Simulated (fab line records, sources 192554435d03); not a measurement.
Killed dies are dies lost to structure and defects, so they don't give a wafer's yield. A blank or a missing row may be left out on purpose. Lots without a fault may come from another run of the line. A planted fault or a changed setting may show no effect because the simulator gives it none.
Split-lot experiment | flow n5_finfet | 7 lots, 39 wafers read, on a route of 1938 steps

THE SPLIT
At N5_WELL_APT_IMPLANT_32, the setting energy_kev was moved away from the recipe's 50 on 15 of the 39 wafers read, by -15.0% to +11.4%. The other wafers ran this setting at the recipe's value.

The reading is taken at the split's own step.

THE READING
implant.drp_nm (the simulator's own value, which no gauge read), in nm, at N5_WELL_APT_IMPLANT_32. The file gives no usual value for it.

wafer  | tool, chamber at the split | energy_kev as run | against the recipe | implant.drp_nm, nm | against lot-mates on the recipe
L076.1 | implanter-02, 0            | 50                | recipe             | 18.55              | -
L076.3 | implanter-02, 0            | 50                | recipe             | 18.55              | -
L076.5 | implanter-02, 0            | 50                | recipe             | 18.55              | -
L076.2 | implanter-02, 0            | 53.48             | +7.0%              | 19.48              | +0.93
L076.4 | implanter-02, 0            | 53.48             | +7.0%              | 19.48              | +0.93
L076.6 | implanter-02, 0            | 53.48             | +7.0%              | 19.48              | +0.93
L079.1 | implanter-02, 0            | 50                | recipe             | 18.55              | -
L079.3 | implanter-02, 0            | 50                | recipe             | 18.55              | -
L079.6 | implanter-02, 0            | 50                | recipe             | 18.55              | -
L079.2 | implanter-02, 0            | 55.68             | +11.4%             | 20.07              | +1.52
L079.4 | implanter-02, 0            | 55.68             | +11.4%             | 20.07              | +1.52
L079.5 | implanter-02, 0            | 55.68             | +11.4%             | 20.07              | +1.52
L085.1 | implanter-01, 0            | 50                | recipe             | 18.55              | -
L085.2 | implanter-01, 0            | 50                | recipe             | 18.55              | -
L085.5 | implanter-01, 0            | 50                | recipe             | 18.55              | -
L085.3 | implanter-01, 0            | 45.66             | -8.7%              | 17.4               | -1.15
L085.4 | implanter-01, 0            | 45.66             | -8.7%              | 17.4               | -1.15
L085.6 | implanter-01, 0            | 45.66             | -8.7%              | 17.4               | -1.15
L086.1 | implanter-02, 0            | 50                | recipe             | 18.55              | -
L086.2 | implanter-02, 0            | 50                | recipe             | 18.55              | -
L086.3 | implanter-02, 0            | 50                | recipe             | 18.55              | -
L086.4 | implanter-02, 0            | 50                | recipe             | 18.55              | -
L086.5 | implanter-02, 0            | 50                | recipe             | 18.55              | -
L086.6 | implanter-02, 0            | 50                | recipe             | 18.55              | -
L088.1 | implanter-01, 0            | 42.52             | -15.0%             | 16.55              | -2.00
L088.3 | implanter-01, 0            | 42.52             | -15.0%             | 16.55              | -2.00
L088.5 | implanter-01, 0            | 42.52             | -15.0%             | 16.55              | -2.00
L088.2 | implanter-01, 0            | 50                | recipe             | 18.55              | -
L088.4 | implanter-01, 0            | 50                | recipe             | 18.55              | -
L088.6 | implanter-01, 0            | 50                | recipe             | 18.55              | -
L092.2 | implanter-02, 0            | 50                | recipe             | 18.55              | -
L092.3 | implanter-02, 0            | 50                | recipe             | 18.55              | -
L092.6 | implanter-02, 0            | 50                | recipe             | 18.55              | -
L096.1 | implanter-02, 0            | 55.29             | +10.6%             | 19.96              | +1.41
L096.2 | implanter-02, 0            | 55.29             | +10.6%             | 19.96              | +1.41
L096.3 | implanter-02, 0            | 55.29             | +10.6%             | 19.96              | +1.41
L096.4 | implanter-02, 0            | 50                | recipe             | 18.55              | -
L096.5 | implanter-02, 0            | 50                | recipe             | 18.55              | -
L096.6 | implanter-02, 0            | 50                | recipe             | 18.55              | -

THE FIT
A straight line over all 39 wafers: implant.drp_nm changes by +0.133 nm for each +1% of energy_kev; r = +1.00; the points scatter about the line by 0.0028 nm.
The same after taking each lot's own level away (the mean of its wafers on the recipe; 39 wafers): +0.133 nm for each +1%; r = +1.00; scatter 0.0028 nm.
On that fit, the largest move of energy_kev shifts the reading by 2 nm.
The lots' own levels span 18.550 to 18.550 nm.
So the lot-to-lot level changes the slope little: the two slopes agree.
Check: with one of the wafers moved furthest among these (-15.0%) left out of the fit, the line predicts -2 nm for it against its lot-mates. It came out at -2 nm against them.

OTHER SPLITS ON THESE WAFERS
These wafers also went through other splits before the reading. Each is held against what the fit with the lots' levels taken away leaves over:
other split on the same wafers    | wafers away from the commonest value | r with implant.drp_nm (lot level and that fit taken away)
N5_WELL_APT_IMPLANT_15 energy_kev | 9                                    | -0.08

THE WHOLE CHAIN: every reading that the file lists as answering this split, in the file's order
step                   | what it does | reading                                                         | change (the file's fit)               | r (the file's)
N5_WELL_APT_IMPLANT_32 |              | implant.rp_nm (the simulator's own value, which no gauge read)  | +0.358 nm for each +1% of the setting | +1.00
N5_WELL_APT_IMPLANT_32 |              | implant.drp_nm (the simulator's own value, which no gauge read) | +0.133 nm for each +1% of the setting | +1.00

THE FILE'S OWN FIT
implant.drp_nm changes by +0.133 nm for each +1% of energy_kev, r = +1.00.
